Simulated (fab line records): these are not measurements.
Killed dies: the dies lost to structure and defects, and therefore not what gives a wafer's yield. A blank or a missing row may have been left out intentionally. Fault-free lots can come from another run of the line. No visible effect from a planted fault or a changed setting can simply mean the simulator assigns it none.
Problem report, 8D (eight disciplines) form, completed by code -- flow nand_harc -- the parts of the form that need people (team, actions taken, sign-off) are left out

1. THE PROBLEM
Wafers without a fault read 898.2 W, standard deviation 2.7; rf_fwd_power_W at NHARC_THIN_TSV_DEP_43 reads a mean of 753.2 W on 6 wafers belonging to 2 lots. That puts it -54 standard deviations away from the usual mean.
The step: deposits SiO2, target thk 1328.5 nm.
Earliest sighting: wafer L430.3 on pecvd-03 at day 29 16:20. Wafers with a number at this step in the record: 36, from 12 lots. Rule for "out" (also "out of limits"): further than 4 standard deviations from the usual mean. The other wafers with a number count as sound.

2. WHAT IT IS; WHAT IT IS NOT
question,is,is not
which readings at this step,rf_fwd_power_W,throttle_valve_pct
which lots,"L430, L433","L417, L418, L422, L425, L426, L427, L429, L438, L439, L440"
which wafers of those lots,all that have a number,-
read on which tools,pecvd-03,"pecvd-02, pecvd-04"
when,from day 29 16:20,"up to then (21 sound wafers); but 9 sound wafers of L438, L439, L440 came after"

3. SUSPECTS, AND WHAT RULES EACH OUT
Counting: a tool at any process step up to the reading remains a suspect when it ran all the lots that are out and ran no sound lot after the first of those.
- pecvd-03 at NHARC_THIN_TSV_DEP_43 (deposits SiO2, target thk 1328.5 nm): ruled out as a lasting fault. The sound lots L439 went through it after L430, its earliest lot that is out (day 29 16:20).
Left after counting: nothing in the record.

4. THE CAUSE (what the simulator had put in)
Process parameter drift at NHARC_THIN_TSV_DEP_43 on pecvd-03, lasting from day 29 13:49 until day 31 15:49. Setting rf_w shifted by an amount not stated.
Counting ruled it out, wrongly.

5. SEQUENCE OF EFFECTS, ordered by route
Rows list readings where the struck wafers' mean (over those with a number) sits beyond 3 standard deviations from the usual. Readings are gone through only where the record gives a usual standard deviation; hours: the median, over the lots, of the time from a lot's start at the first step in this table giving one to that lot's start at this step; sigmas: the change measured in usual standard deviations.
hours,step,reading,usual,on struck wafers,change,sigmas
0,NHARC_THIN_TSV_DEP_43,rf_fwd_power_W,898.2 W,753.2,-145.0,-54
Process steps it contains:
- NHARC_THIN_TSV_DEP_43: deposits SiO2, target thk 1328.5 nm.
Later measuring or inspecting steps at which every struck wafer that the step has a row for has a number for every such reading, and none has moved that far: NHARC_END_SORT_01.

6. WHAT WOULD HAVE CAUGHT IT SOONER
First out-of-limits reading in this record: day 29 16:20, which is 3 hours after fault onset at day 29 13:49.
